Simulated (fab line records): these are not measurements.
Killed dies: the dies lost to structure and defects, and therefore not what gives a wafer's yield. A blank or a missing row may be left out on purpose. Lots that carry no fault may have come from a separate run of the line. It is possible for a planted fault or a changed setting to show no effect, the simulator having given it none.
Matching of chambers    flow n5_finfet    4 sister chambers for N5_PMOS_HMC_CHANNEL_EPI_CMP_21 on cmp-04
The step polishes SiGe30, target thk 54 nm. 7 wafers are shown with their chamber, then 9 later ones without.

WAFERS PAIRED WITH THEIR CHAMBERS
wafer   chamber  motor_current_A (A)  retaining_ring_pressure_frac
L083.1  0        11.7                 0.996
L083.4  1        13.4                 1.007
L084.1  3        11.8                 1.003
L085.3  2        13.0                 1.003
L085.4  3        11.6                 1.004
L086.4  2        12.3                 0.995
L088.2  1        13.0                 1.003

WAFERS MISSING THEIR CHAMBER
wafer   motor_current_A (A)  retaining_ring_pressure_frac
L088.4  13.8                 1.004
L089.1  11.8                 0.997
L091.2  11.8                 0.995
L091.3  12.2                 1.002
L092.1  12.2                 0.992
L092.3  11.8                 1.002
L092.4  12.8                 0.999
L094.1  12.7                 1.006
L094.2  12.5                 1.000

EACH ONE'S CHAMBER
wafer   from the rows above                in truth
L088.4  can't be placed: 1 or 2            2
L089.1  can't be placed: 0 or 3            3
L091.2  can't be placed: 0 or 3            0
L091.3  can't be placed: 3 or 2 or 0 or 1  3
L092.1  can't be placed: 0 or 2 or 3       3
L092.3  can't be placed: 3 or 0            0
L092.4  can't be placed: 2 or 1            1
L094.1  can't be placed: 1 or 2 or 3       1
L094.2  can't be placed: 2 or 1            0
Placed correctly: 0 of 9. From these rows, 9 cannot be placed; in 8 the true chamber is one of the candidates. Number placed wrongly: 0.
How it was worked out, from the rows above alone: a wafer's distance from a chamber is the root of the sum, over the readings, of the square of ((its reading less the chamber's mean) divided by the reading's scatter). If the next closest chamber is less than 2 further off than the closest, the wafer can't be placed; otherwise it belongs to the closest. For every chamber, the mean is computed from those of its wafers that are shown. The scatter: take each reading less its chamber's mean, square it, sum over the shown wafers, divide by the number of wafers less the number of chambers, and take the root.
